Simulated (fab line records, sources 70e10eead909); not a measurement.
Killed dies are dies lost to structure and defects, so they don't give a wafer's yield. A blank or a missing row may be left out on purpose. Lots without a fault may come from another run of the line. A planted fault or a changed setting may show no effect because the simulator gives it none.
Chamber matching | flow nand_harc | NHARC_P_M0_DESCUM_14 on rie_diel-11: 4 sister chambers
The step chemistry O2, time 3 s. 8 wafers are shown with their chamber, then 7 later ones without.

WAFERS WITH THEIR CHAMBER
wafer  | chamber | showerhead_plenum_p_Torr (Torr) | drypump_motor_current_A (A)
L312.4 | 3       | 1.88                            | 6.21
L314.1 | 2       | 1.85                            | 5.70
L318.3 | 0       | 1.80                            | 5.89
L318.6 | 2       | 1.85                            | 5.71
L322.1 | 1       | 1.90                            | 5.87
L322.2 | 0       | 1.80                            | 5.89
L322.4 | 3       | 1.87                            | 6.23
L323.1 | 1       | 1.90                            | 5.90

WAFERS WITHOUT THEIR CHAMBER
wafer  | showerhead_plenum_p_Torr (Torr) | drypump_motor_current_A (A)
L323.2 | 1.80                            | 5.90
L329.1 | 1.87                            | 6.20
L329.3 | 1.90                            | 5.88
L329.5 | 1.79                            | 5.91
L330.3 | 1.90                            | 5.89
L330.4 | 1.87                            | 6.22
L330.5 | 1.79                            | 5.95

WHICH CHAMBER EACH WENT THROUGH
wafer  | from the rows above | in truth
L323.2 | 0                   | 0
L329.1 | 3                   | 3
L329.3 | 1                   | 1
L329.5 | 0                   | 0
L330.3 | 1                   | 1
L330.4 | 3                   | 3
L330.5 | 0                   | 0
Placed correctly: 7 of 7. Can't be placed from these rows: 0. Placed wrongly: 0.
How it was worked out, from the rows above alone: a wafer's distance from a chamber is the root of the sum, over the readings, of the square of ((its reading less the chamber's mean) divided by the reading's scatter). The wafer belongs to the nearest chamber; if the next one is less than 2 further off, it can't be placed. A chamber's mean is the mean of its shown wafers. The scatter: the root of (the sum of the squares of (reading less its chamber's mean) over the shown wafers, divided by (wafers less chambers)).
